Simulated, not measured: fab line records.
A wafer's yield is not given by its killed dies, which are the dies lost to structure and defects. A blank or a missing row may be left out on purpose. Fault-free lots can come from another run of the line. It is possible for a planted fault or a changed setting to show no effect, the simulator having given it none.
Which tool is to blame? | flow nand-harc | 22 lots, 66 wafers sampled, at 6 steps of a route of 1302

== WHAT EACH GAUGE READ, for each wafer ==
Not one reading of a measure or inspect step in the record can be checked against a usual standard deviation.

== WHAT TOOL EACH LOT RAN ON (gives the tool, then ch and the chambers of the sampled wafers, and finally the start) ==
lot  | NHARC_A_STAIRCASE_HM_DEP_459  | NHARC_A_STAIRCASE_HM_OPEN_460                 | NHARC_A_STAIRCASE_ETCH_453                    | NHARC_A_STAIRCASE_STRIP_316                   | NHARC_A_STAIRCASE_ALD_420        | NHARC_A_STAIRCASE_DEP_151
L074 | acl-dep-02 ch 0, day 16 10:34 | rie-diel-04 ch 0,2,3, day 17 05:48 or earlier | rie-diel-02 ch 0,1, day 17 05:48 or earlier   | rie-diel-02 ch 0,3, day 17 05:48 or earlier   | ald-hk-02 ch 0,2, day 17 05:48   | pecvd-02 ch 0,1,2, day 17 16:10
L075 | acl-dep-03 ch 0, day 17 00:41 | rie-diel-02 ch 0,1,3, day 17 15:55 or earlier | rie-diel-04 ch 1,2,3, day 17 15:55 or earlier | rie-diel-04 ch 0,1,2, day 17 15:55 or earlier | ald-hk-01 ch 0,1,3, day 17 15:55 | pecvd-03 ch 0,2, day 18 01:57
L077 | acl-dep-02 ch 0, day 17 11:39 | rie-diel-04 ch 0,3, day 18 03:41 or earlier   | rie-diel-04 ch 1,2,3, day 18 03:41 or earlier | rie-diel-04 ch 1,3, day 18 03:41 or earlier   | ald-hk-01 ch 1,2,3, day 18 03:41 | pecvd-01 ch 1,2, day 18 12:08
L076 | acl-dep-03 ch 0, day 17 14:05 | rie-diel-04 ch 0,1,2, day 18 05:49 or earlier | rie-diel-13 ch 1,2,3, day 18 05:49 or earlier | rie-diel-13 ch 0,1,2, day 18 05:49 or earlier | ald-hk-04 ch 2,3, day 18 05:49   | pecvd-03 ch 1,2, day 18 12:14
L079 | acl-dep-01 ch 0, day 19 00:34 | rie-diel-02 ch 0,1, day 19 15:48 or earlier   | rie-diel-13 ch 1,3, day 19 15:48 or earlier   | rie-diel-13 ch 0,2,3, day 19 15:48 or earlier | ald-hk-04 ch 1,2,3, day 19 15:48 | pecvd-02 ch 0,1, day 19 23:47
L078 | acl-dep-03 ch 0, day 19 02:20 | rie-diel-02 ch 0,1,2, day 19 19:49 or earlier | rie-diel-04 ch 1,2,3, day 19 19:49 or earlier | rie-diel-04 ch 1,2,3, day 19 19:49 or earlier | ald-hk-04 ch 0,3, day 19 19:49   | pecvd-02 ch 1,2, day 20 03:50
L080 | acl-dep-01 ch 0, day 19 17:34 | rie-diel-02 ch 1,2, day 20 09:49 or earlier   | rie-diel-13 ch 0,1,2, day 20 09:49 or earlier | rie-diel-13 ch 0,3, day 20 09:49 or earlier   | ald-hk-02 ch 0,1,3, day 20 09:49 | pecvd-01 ch 0,2, day 20 17:42
L082 | acl-dep-03 ch 0, day 19 22:34 | rie-diel-04 ch 0,1, day 20 13:55 or earlier   | rie-diel-04 ch 1,2,3, day 20 13:55 or earlier | rie-diel-04 ch 2,3, day 20 13:55 or earlier   | ald-hk-02 ch 0,2,3, day 20 13:55 | pecvd-01 ch 0,1, day 20 21:58
L081 | acl-dep-02 ch 0, day 20 08:56 | rie-diel-13 ch 0,1,3, day 21 00:29 or earlier | rie-diel-04 ch 0,1,2, day 21 00:29 or earlier | rie-diel-04 ch 1,3, day 21 00:29 or earlier   | ald-hk-04 ch 0,3, day 21 00:29   | pecvd-03 ch 0,1, day 21 08:47
L083 | acl-dep-01 ch 0, day 20 13:33 | rie-diel-02 ch 0,2,3, day 21 04:13 or earlier | rie-diel-04 ch 0,1,3, day 21 04:13 or earlier | rie-diel-04 ch 0,2,3, day 21 04:13 or earlier | ald-hk-04 ch 0,1,2, day 21 04:13 | pecvd-01 ch 0,1, day 21 12:26
L085 | acl-dep-01 ch 0, day 21 00:56 | rie-diel-13 ch 0,2, day 21 15:07 or earlier   | rie-diel-04 ch 1,3, day 21 15:07 or earlier   | rie-diel-04 ch 0,3, day 21 15:07 or earlier   | ald-hk-01 ch 0,1,3, day 21 15:07 | pecvd-02 ch 1,2, day 22 01:17
L084 | acl-dep-02 ch 0, day 21 02:09 | rie-diel-13 ch 0,1,3, day 21 19:55 or earlier | rie-diel-04 ch 0,1, day 21 19:55 or earlier   | rie-diel-04 ch 1,2,3, day 21 19:55 or earlier | ald-hk-01 ch 1,2,3, day 21 19:55 | pecvd-03 ch 0,1, day 22 05:34
L086 | acl-dep-02 ch 0, day 21 12:49 | rie-diel-02 ch 1,2, day 22 04:52 or earlier   | rie-diel-04 ch 0,1,2, day 22 04:52 or earlier | rie-diel-04 ch 2,3, day 22 04:52 or earlier   | ald-hk-04 ch 0,1, day 22 04:52   | pecvd-03 ch 0,1,2, day 22 14:16
L087 | acl-dep-02 ch 0, day 21 13:44 | rie-diel-04 ch 0,3, day 22 10:21 or earlier   | rie-diel-02 ch 0,2,3, day 22 10:21 or earlier | rie-diel-02 ch 1,2, day 22 10:21 or earlier   | ald-hk-02 ch 0,1,2, day 22 10:21 | pecvd-02 ch 0,1, day 22 20:53
L089 | acl-dep-01 ch 0, day 22 09:29 | rie-diel-13 ch 2,3, day 23 03:41 or earlier   | rie-diel-04 ch 0,1, day 23 03:41 or earlier   | rie-diel-04 ch 0,3, day 23 03:41 or earlier   | ald-hk-01 ch 2,3, day 23 03:41   | pecvd-03 ch 0,1,2, day 23 12:06
L088 | acl-dep-03 ch 0, day 22 11:41 | rie-diel-13 ch 0,1,3, day 23 04:47 or earlier | rie-diel-04 ch 1,3, day 23 04:47 or earlier   | rie-diel-04 ch 0,3, day 23 04:47 or earlier   | ald-hk-01 ch 0,1,3, day 23 04:47 | pecvd-01 ch 0,2, day 23 11:39
L091 | acl-dep-02 ch 0, day 23 14:29 | rie-diel-13 ch 2,3, day 23 17:50              | rie-diel-04 ch 0,2,3, day 24 10:01 or earlier | rie-diel-04 ch 0,1,2, day 24 10:01 or earlier | ald-hk-01 ch 0,2,3, day 24 10:01 | pecvd-03 ch 0,1,2, day 24 18:10
L090 | acl-dep-01 ch 0, day 23 14:42 | rie-diel-02 ch 0,1,3, day 24 05:44 or earlier | rie-diel-04 ch 0,1,2, day 24 05:44 or earlier | rie-diel-04 ch 1,3, day 24 05:44 or earlier   | ald-hk-04 ch 1,2,3, day 24 05:44 | pecvd-02 ch 0,2, day 24 14:01
L092 | acl-dep-03 ch 0, day 24 14:28 | rie-diel-13 ch 0,2,3, day 25 07:08 or earlier | rie-diel-13 ch 1,2,3, day 25 07:08 or earlier | rie-diel-13 ch 0,1,3, day 25 07:08 or earlier | ald-hk-01 ch 0,1,3, day 25 07:08 | pecvd-03 ch 0,2, day 25 15:16
L093 | acl-dep-02 ch 0, day 24 15:59 | rie-diel-04 ch 0,2, day 25 07:08 or earlier   | rie-diel-04 ch 0,1, day 25 07:08 or earlier   | rie-diel-04 ch 0,1,3, day 25 07:08 or earlier | ald-hk-02 ch 2,3, day 25 07:08   | pecvd-03 ch 0,2, day 25 16:02
L094 | acl-dep-02 ch 0, day 24 17:32 | rie-diel-04 ch 1,2, day 25 09:24 or earlier   | rie-diel-04 ch 1,2, day 25 09:24 or earlier   | rie-diel-04 ch 0,3, day 25 09:24 or earlier   | ald-hk-01 ch 0,2,3, day 25 09:24 | pecvd-01 ch 0,1, day 25 15:16
L097 | acl-dep-02 ch 0, day 25 21:05 | rie-diel-02 ch 1,2,3, day 26 13:37 or earlier | rie-diel-04 ch 0,1,3, day 26 13:37 or earlier | rie-diel-04 ch 1,2,3, day 26 13:37 or earlier | ald-hk-04 ch 1,2,3, day 26 13:37 | pecvd-02 ch 0,1,2, day 26 19:54
- NHARC_A_STAIRCASE_HM_DEP_459: deposits aC, target thk 1500 nm.
- NHARC_A_STAIRCASE_HM_OPEN_460: chemistry O2/COS.
- NHARC_A_STAIRCASE_ETCH_453: etches the open film in CF4/O2, target depth 30 nm, overetch 3 nm, time 16.5 s.
- NHARC_A_STAIRCASE_STRIP_316: strips in O2.
- NHARC_A_STAIRCASE_ALD_420: deposits SiO2, target thk 20 nm, pulse time 6 s, ald cycles 200.
- NHARC_A_STAIRCASE_DEP_151: deposits SiO2, target thk 7200 nm.

== AS READ BY THE TOOLS THEMSELVES (means over the sampled wafers that have a number; for cases with no such wafer, the mark the record gives instead) ==
NHARC_A_STAIRCASE_HM_DEP_459. Usual: 34.999 % for throttle-valve-pct, sd 0.0087.
lot  | tool       | throttle-valve-pct (%) | flag
L074 | acl-dep-02 | 35.007                 |
L075 | acl-dep-03 | 35.000                 |
L077 | acl-dep-02 | 34.997                 |
L076 | acl-dep-03 | 34.999                 |
L079 | acl-dep-01 | 34.994                 |
L078 | acl-dep-03 | 35.010                 |
L080 | acl-dep-01 | 34.999                 |
L082 | acl-dep-03 | 35.000                 |
L081 | acl-dep-02 | 34.990                 |
L083 | acl-dep-01 | 34.993                 |
L085 | acl-dep-01 | 34.993                 |
L084 | acl-dep-02 | 35.008                 |
L086 | acl-dep-02 | 34.997                 |
L087 | acl-dep-02 | 35.009                 |
L089 | acl-dep-01 | 35.010                 |
L088 | acl-dep-03 | 35.000                 |
L091 | acl-dep-02 | 34.998                 |
L090 | acl-dep-01 | 34.994                 |
L092 | acl-dep-03 | 34.995                 |
L093 | acl-dep-02 | 34.996                 |
L094 | acl-dep-02 | 35.006                 |
L097 | acl-dep-02 | 34.999                 |

NHARC_A_STAIRCASE_HM_OPEN_460. Usual: bias-w 300.1 W (standard deviation 0.91); chamber-pressure-mTorr 19.999 mTorr (standard deviation 0.018); drypump-motor-current-A 5.6 A (standard deviation 0.45); oes-product-au 0.998 a.u. (standard deviation 0.0099); rf-vpp-V 468.6 V (standard deviation 2.6); showerhead-plenum-p-Torr 3.19 Torr (standard deviation 0.12); throttle-valve-pct 28.332 % (standard deviation 0.0079).
lot  | tool        | bias-w (W) | chamber-pressure-mTorr (mTorr) | drypump-motor-current-A (A) | oes-product-au (a.u.) | rf-vpp-V (V) | showerhead-plenum-p-Torr (Torr) | throttle-valve-pct (%) | flag
L074 | rie-diel-04 | 300.5      | 20.001                         | 5.3                         | 1.002                 | 469.9        | 3.25                            | 28.338                 |
L075 | rie-diel-02 | 300.4      | 19.995                         | 5.7                         | 0.994                 | 466.9        | 3.08                            | 28.329                 |
L077 | rie-diel-04 | 300.9      | 20.007                         | 5.5                         | 0.990                 | 470.9        | 3.31                            | 28.339                 |
L076 | rie-diel-04 | 299.4      | 20.018                         | 5.4                         | 1.000                 | 466.9        | 3.10                            | 28.329                 |
L079 | rie-diel-02 | 300.4      | 19.995                         | 5.9                         | 0.994                 | 471.6        | 3.33                            | 28.332                 |
L078 | rie-diel-02 | 299.3      | 19.997                         | 5.8                         | 0.985                 | 469.2        | 3.23                            | 28.344                 |
L080 | rie-diel-02 | 299.1      | 19.980                         | 5.4                         | 0.980                 | 468.1        | 3.16                            | 28.335                 |
L082 | rie-diel-04 | 299.5      | 19.987                         | 5.5                         | 0.995                 | 466.5        | 3.12                            | 28.325                 |
L081 | rie-diel-13 | 299.2      | 20.007                         | 5.6                         | 1.003                 | 470.1        | 3.24                            | 28.331                 |
L083 | rie-diel-02 | 300.3      | 19.999                         | 5.6                         | 1.001                 | 467.3        | 3.13                            | 28.332                 |
L085 | rie-diel-13 | 299.6      | 20.004                         | 5.8                         | 0.998                 | 468.1        | 3.13                            | 28.319                 |
L084 | rie-diel-13 | 299.3      | 20.000                         | 5.6                         | 0.995                 | 469.4        | 3.24                            | 28.335                 |
L086 | rie-diel-02 | 300.9      | 19.989                         | 5.4                         | 0.990                 | 466.8        | 3.16                            | 28.340                 |
L087 | rie-diel-04 | 300.0      | 20.004                         | 5.4                         | 0.993                 | 470.1        | 3.26                            | 28.331                 |
L089 | rie-diel-13 | 300.5      | 20.002                         | 5.5                         | 1.007                 | 467.8        | 3.13                            | 28.339                 |
L088 | rie-diel-13 | 300.7      | 19.997                         | 5.6                         | 1.004                 | 469.5        | 3.23                            | 28.334                 |
L091 | rie-diel-13 | 300.6      | 20.001                         | 5.5                         | 1.008                 | 467.2        | 3.13                            | 28.329                 |
L090 | rie-diel-02 | 299.5      | 20.016                         | 5.7                         | 0.994                 | 468.4        | 3.22                            | 28.330                 |
L092 | rie-diel-13 | 300.4      | 19.995                         | 5.6                         | 1.012                 | 466.7        | 3.13                            | 28.339                 |
L093 | rie-diel-04 | 300.8      | 19.981                         | 5.0                         | 1.000                 | 468.9        | 3.17                            | 28.331                 |
L094 | rie-diel-04 | 299.4      | 19.991                         | 5.6                         | 1.007                 | 470.8        | 3.30                            | 28.324                 |
L097 | rie-diel-02 | 299.5      | 20.000                         | 5.4                         | 0.989                 | 468.2        | 3.15                            | 28.328                 |

NHARC_A_STAIRCASE_ETCH_453. Usual: bias-w 100.0 W (standard deviation 0.31); chamber-pressure-mTorr 30.000 mTorr (standard deviation 0.026); drypump-motor-current-A 5.5 A (standard deviation 0.45); oes-product-au 1.002 a.u. (standard deviation 0.011); rf-vpp-V 198.3 V (standard deviation 1.5); showerhead-plenum-p-Torr 1.36 Torr (standard deviation 0.062); throttle-valve-pct 13.398 % (standard deviation 0.0087).
lot  | tool        | bias-w (W) | chamber-pressure-mTorr (mTorr) | drypump-motor-current-A (A) | oes-product-au (a.u.) | rf-vpp-V (V) | showerhead-plenum-p-Torr (Torr) | throttle-valve-pct (%) | flag
L074 | rie-diel-02 | 99.9       | 30.011                         | 6.2                         | 1.005                 | 197.8        | 1.34                            | 13.397                 |
L075 | rie-diel-04 | 100.3      | 29.990                         | 5.4                         | 1.004                 | 198.0        | 1.34                            | 13.400                 |
L077 | rie-diel-04 | 100.0      | 29.995                         | 5.5                         | 1.015                 | 197.4        | 1.34                            | 13.399                 |
L076 | rie-diel-13 | 99.6       | 30.013                         | 5.8                         | 1.004                 | 198.4        | 1.38                            | 13.404                 |
L079 | rie-diel-13 | 99.8       | 29.996                         | 5.5                         | 0.993                 | 197.6        | 1.38                            | 13.398                 |
L078 | rie-diel-04 | 100.1      | 29.993                         | 5.4                         | 1.009                 | 198.2        | 1.34                            | 13.399                 |
L080 | rie-diel-13 | 99.9       | 30.009                         | 5.9                         | 1.002                 | 198.8        | 1.38                            | 13.392                 |
L082 | rie-diel-04 | 100.0      | 29.977                         | 5.4                         | 1.010                 | 198.6        | 1.34                            | 13.396                 |
L081 | rie-diel-04 | 99.8       | 30.015                         | 5.4                         | 1.001                 | 197.5        | 1.32                            | 13.393                 |
L083 | rie-diel-04 | 100.1      | 30.001                         | 5.6                         | 1.003                 | 197.6        | 1.35                            | 13.396                 |
L085 | rie-diel-04 | 99.9       | 30.008                         | 5.7                         | 1.010                 | 197.6        | 1.36                            | 13.390                 |
L084 | rie-diel-04 | 100.1      | 29.996                         | 5.5                         | 1.004                 | 198.8        | 1.33                            | 13.401                 |
L086 | rie-diel-04 | 100.2      | 29.999                         | 5.4                         | 1.002                 | 197.4        | 1.32                            | 13.389                 |
L087 | rie-diel-02 | 100.0      | 29.988                         | 5.6                         | 1.000                 | 197.6        | 1.34                            | 13.401                 |
L089 | rie-diel-04 | 99.5       | 29.974                         | 5.5                         | 1.003                 | 197.8        | 1.33                            | 13.400                 |
L088 | rie-diel-04 | 99.9       | 29.998                         | 5.7                         | 1.015                 | 198.3        | 1.36                            | 13.399                 |
L091 | rie-diel-04 | 100.0      | 30.004                         | 5.2                         | 0.996                 | 198.6        | 1.38                            | 13.398                 |
L090 | rie-diel-04 | 99.8       | 29.978                         | 5.4                         | 1.003                 | 199.0        | 1.39                            | 13.405                 |
L092 | rie-diel-13 | 99.9       | 30.014                         | 5.8                         | 1.009                 | 198.1        | 1.36                            | 13.403                 |
L093 | rie-diel-04 | 100.2      | 29.994                         | 5.8                         | 1.002                 | 199.5        | 1.42                            | 13.402                 |
L094 | rie-diel-04 | 100.3      | 29.986                         | 5.2                         | 1.008                 | 198.8        | 1.38                            | 13.388                 |
L097 | rie-diel-04 | 99.7       | 30.014                         | 5.6                         | 1.001                 | 199.2        | 1.41                            | 13.397                 |

NHARC_A_STAIRCASE_STRIP_316. Usual: chamber-pressure-mTorr 60.01 mTorr, standard deviation 0.052; drypump-motor-current-A 5.5 A, standard deviation 0.43; oes-product-au 1.001 a.u., standard deviation 0.011; rf-vpp-V 58.0 V, standard deviation 0.89; showerhead-plenum-p-Torr 3.61 Torr, standard deviation 0.15; throttle-valve-pct 17.035 %, standard deviation 0.0086.
lot  | tool        | chamber-pressure-mTorr (mTorr) | drypump-motor-current-A (A) | oes-product-au (a.u.) | rf-vpp-V (V) | showerhead-plenum-p-Torr (Torr) | throttle-valve-pct (%) | flag
L074 | rie-diel-02 | 60.04                          | 6.0                         | 1.003                 | 58.3         | 3.62                            | 17.036                 |
L075 | rie-diel-04 | 60.02                          | 5.4                         | 1.008                 | 57.8         | 3.51                            | 17.024                 |
L077 | rie-diel-04 | 60.11                          | 5.7                         | 1.008                 | 57.8         | 3.61                            | 17.038                 |
L076 | rie-diel-13 | 60.01                          | 5.9                         | 1.005                 | 58.4         | 3.64                            | 17.030                 |
L079 | rie-diel-13 | 60.02                          | 5.6                         | 0.989                 | 57.6         | 3.56                            | 17.039                 |
L078 | rie-diel-04 | 60.01                          | 5.5                         | 1.000                 | 57.7         | 3.54                            | 17.038                 |
L080 | rie-diel-13 | 59.99                          | 5.4                         | 1.000                 | 58.8         | 3.60                            | 17.041                 |
L082 | rie-diel-04 | 60.05                          | 5.1                         | 1.005                 | 58.1         | 3.63                            | 17.034                 |
L081 | rie-diel-04 | 59.99                          | 5.7                         | 1.012                 | 58.3         | 3.60                            | 17.043                 |
L083 | rie-diel-04 | 60.03                          | 5.2                         | 1.004                 | 58.1         | 3.66                            | 17.036                 |
L085 | rie-diel-04 | 60.05                          | 5.4                         | 0.992                 | 58.2         | 3.68                            | 17.028                 |
L084 | rie-diel-04 | 60.00                          | 5.5                         | 1.007                 | 57.5         | 3.53                            | 17.035                 |
L086 | rie-diel-04 | 59.98                          | 5.3                         | 0.997                 | 57.5         | 3.69                            | 17.035                 |
L087 | rie-diel-02 | 59.99                          | 5.6                         | 0.984                 | 58.2         | 3.68                            | 17.036                 |
L089 | rie-diel-04 | 59.99                          | 5.5                         | 0.991                 | 58.0         | 3.71                            | 17.036                 |
L088 | rie-diel-04 | 60.04                          | 5.5                         | 1.002                 | 57.4         | 3.71                            | 17.033                 |
L091 | rie-diel-04 | 60.01                          | 5.4                         | 0.999                 | 58.7         | 3.66                            | 17.035                 |
L090 | rie-diel-04 | 60.01                          | 5.8                         | 1.006                 | 58.1         | 3.78                            | 17.026                 |
L092 | rie-diel-13 | 60.00                          | 5.6                         | 1.001                 | 58.7         | 3.63                            | 17.036                 |
L093 | rie-diel-04 | 60.02                          | 5.7                         | 0.993                 | 57.9         | 3.72                            | 17.036                 |
L094 | rie-diel-04 | 60.02                          | 5.5                         | 0.995                 | 57.1         | 3.70                            | 17.034                 |
L097 | rie-diel-04 | 59.96                          | 5.5                         | 1.001                 | 58.8         | 3.69                            | 17.029                 |

NHARC_A_STAIRCASE_ALD_420. Usual: heater-power-outer-w 272 W, standard deviation 38; heater-power-w 481 W, standard deviation 61; precursor-pulse-height-rel 1.000, standard deviation 0.02.
lot  | tool      | heater-power-outer-w (W) | heater-power-w (W) | precursor-pulse-height-rel | flag
L074 | ald-hk-02 | 292                      | 531                | 0.995                      |
L075 | ald-hk-01 | 276                      | 471                | 1.000                      |
L077 | ald-hk-01 | 305                      | 534                | 1.014                      |
L076 | ald-hk-04 | 235                      | 450                | 0.997                      |
L079 | ald-hk-04 | 227                      | 416                | 0.977                      |
L078 | ald-hk-04 | 236                      | 435                | 0.991                      |
L080 | ald-hk-02 | 275                      | 491                | 0.993                      |
L082 | ald-hk-02 | 279                      | 508                | 1.007                      |
L081 | ald-hk-04 | 246                      | 450                | 1.005                      |
L083 | ald-hk-04 | 238                      | 418                | 0.978                      |
L085 | ald-hk-01 | 268                      | 470                | 0.989                      |
L084 | ald-hk-01 | 308                      | 528                | 0.986                      |
L086 | ald-hk-04 | 254                      | 439                | 0.994                      |
L087 | ald-hk-02 | 289                      | 512                | 1.003                      |
L089 | ald-hk-01 | 305                      | 537                | 1.006                      |
L088 | ald-hk-01 | 274                      | 469                | 1.010                      |
L091 | ald-hk-01 | 285                      | 503                | 1.002                      |
L090 | ald-hk-04 | 228                      | 414                | 1.008                      |
L092 | ald-hk-01 | 276                      | 470                | 1.007                      |
L093 | ald-hk-02 | 298                      | 535                | 0.987                      |
L094 | ald-hk-01 | 287                      | 501                | 0.995                      |
L097 | ald-hk-04 | 228                      | 422                | 1.016                      |

NHARC_A_STAIRCASE_DEP_151. Usual: heater-power-outer-w 391 W, standard deviation 78; heater-power-w 660 W, standard deviation 100.
lot  | tool     | heater-power-outer-w (W) | heater-power-w (W) | flag
L074 | pecvd-02 | 403                      | 617                |
L075 | pecvd-03 | 376                      | 661                |
L077 | pecvd-01 | 379                      | 669                |
L076 | pecvd-03 | 453                      | 770                |
L079 | pecvd-02 | 407                      | 623                |
L078 | pecvd-02 | 376                      | 631                |
L080 | pecvd-01 | 389                      | 671                |
L082 | pecvd-01 | 384                      | 673                |
L081 | pecvd-03 | 430                      | 713                |
L083 | pecvd-01 | 382                      | 649                |
L085 | pecvd-02 | 401                      | 647                |
L084 | pecvd-03 | 427                      | 707                |
L086 | pecvd-03 | 366                      | 639                |
L087 | pecvd-02 | 437                      | 677                |
L089 | pecvd-03 | 358                      | 636                |
L088 | pecvd-01 | 343                      | 619                |
L091 | pecvd-03 | 417                      | 714                |
L090 | pecvd-02 | 350                      | 557                |
L092 | pecvd-03 | 349                      | 620                |
L093 | pecvd-03 | 349                      | 627                |
L094 | pecvd-01 | 405                      | 689                |
L097 | pecvd-02 | 450                      | 680                |

== THE ANSWER, worked out from the rows above alone ==
Rule: take the mean of a lot's wafers that have a number; if it is more than 3 standard deviations from the usual mean, the lot is off. Also off: a lot with no number at a reading for which 4 or more lots have one. Where the step has rows for the other lots, those lots are counted as sound. First the gauges in route order, then the tools' own readings, where a lot's mean is used as printed above. At the first step where some lot is off, the reading lying furthest off is the one used; lots without a number count as furthest.
Across all readings shown, no lot is off: no conclusion can be drawn from this.

== WHAT HAD BEEN PUT IN BY THE SIMULATOR ==
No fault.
